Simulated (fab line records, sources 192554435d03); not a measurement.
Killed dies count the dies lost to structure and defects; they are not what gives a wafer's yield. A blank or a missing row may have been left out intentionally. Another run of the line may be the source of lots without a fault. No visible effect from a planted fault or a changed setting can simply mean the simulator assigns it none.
Problem report in the 8D (eight disciplines) form, filled by code ; flow n5Finfet ; the parts of the form that need people (team, actions taken, sign-off) are left out

1. WHAT WENT WRONG
Wafers free of any fault read 0.384 ohm/sq (standard deviation 0.0089) for M5_RS at N5_BEOL_M5_RS_MEAS_57, against a mean of 0.433 ohm/sq on 6 wafers of 2 lots. Measured from the usual mean, that is +5.5 standard deviations.
The step: measures by four-point-probe.
The first sign was on wafer L133.1 at day 13 15:55, on filmMetro-02. Wafers with a number at this step in the record: 27, from 9 lots. By rule, "out" or "out of limits" means more than 4 standard deviations away from the usual mean. The other wafers with a number count as sound.

2. WHAT IT IS AND WHAT IT IS NOT
question;is;is not
which readings at this step;M5_RS;-
which lots;L133, L135;L127, L141, L143, L144, L145, L147, L148
which wafers of those lots;all that have a number;-
read on which gauges;filmMetro-02;filmMetro-01
when;from day 13 15:55;"up to then (3 sound wafers); but 18 sound wafers of L141, L143, L144, L145, L147, L148 came after"

3. SUSPECTS, AND WHAT RULES EACH OUT
Counting: any tool at a process step up to the reading is kept as a suspect provided that every lot that is out went through it and no sound lot did after the first of them.
- the gauge at N5_BEOL_M5_RS_MEAS_57: ruled out. All the wafers that are out were read on filmMetro-02, but those of them that N5_BEOL_M5_CMP_52 has rows for are out there too, on other tools.
- pvdSputter-02 at N5_BEOL_M5_PRE_CLEAN_45 (time 30 s): ruled out as a lasting fault. After its first lot that is out, L133 (day 13 09:51), sound lots L144, L145, L141 ran on it.
- rtpAnneal-01 at N5_BEOL_M5_ANNEAL_51 (time 90 s): ruled out as a lasting fault. After its first lot that is out, L133 (day 13 15:02), sound lots L143, L145, L148 ran on it.
Left after counting: nothing in the record.

4. THE CAUSE (what the simulator had put in)
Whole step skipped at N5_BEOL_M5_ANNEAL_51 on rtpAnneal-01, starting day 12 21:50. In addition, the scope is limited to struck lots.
It was ruled out by counting, in error; the rule expects a fault to strike all lots run on its tool from its start on, and this fault did not.

5. THE CHAIN OF EFFECTS, in route order
Each row: a reading whose mean over the struck wafers that have a number lies more than 3 standard deviations from the usual. Only readings whose record carries a usual standard deviation are examined. hours: median over the lots of the time between each lot's start at the first step of this table that gives one and its start at this step. sigmas: the change, counted in usual standard deviations.
hours;step;reading;usual;on struck wafers;change;sigmas
0;N5_BEOL_M5_CMP_52;barrierFieldEndpointS;24.7 s;29.6;+4.9;+7.4
0;N5_BEOL_M5_CMP_52;timeToEndpointS;63 s;81;+18;+6.0
1;N5_BEOL_M5_RS_MEAS_57;M5_RS;0.384 ohm/sq;0.433;+0.049;+5.5
92;N5_PASSIVATION_PROBE_49;defectLimitedYield;91.4 %;66.6;-24.8;-21
92;N5_PASSIVATION_PROBE_49;killed_at_M4_up;14;316;+302;+59
92;N5_PASSIVATION_PROBE_49;killedDies;102;394;+292;+19
92;N5_PASSIVATION_PROBE_49;killedOnRim;13;63;+50;+14
92;N5_PASSIVATION_PROBE_49;sortNPass;1078;786;-292;-19
92;N5_PASSIVATION_PROBE_49;sortYieldPct;91.4 %;66.6;-24.8;-21
The process steps in it:
- N5_BEOL_M5_CMP_52: polishes, stops on SiCOH lowk, t overpolish 6.9 s, target thk 62 nm.
- N5_PASSIVATION_PROBE_49
Readings that are blank on the struck wafers while sound wafers have them: annealTempC at N5_BEOL_M5_ANNEAL_51; annealTempCMax at N5_BEOL_M5_ANNEAL_51; wafer_temp_C_max at N5_BEOL_M5_ANNEAL_51.

6. WHAT WOULD HAVE CAUGHT IT SOONER
Counted from the fault's start at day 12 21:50, it took 18 hours until the first out-of-limits reading at a measuring or inspecting step in this record, taken at day 13 15:55.
At N5_BEOL_M5_ANNEAL_51 the tool's readings are blank on the struck wafers, where sound wafers have them: an empty tool record is the first sign, and it was there at once.
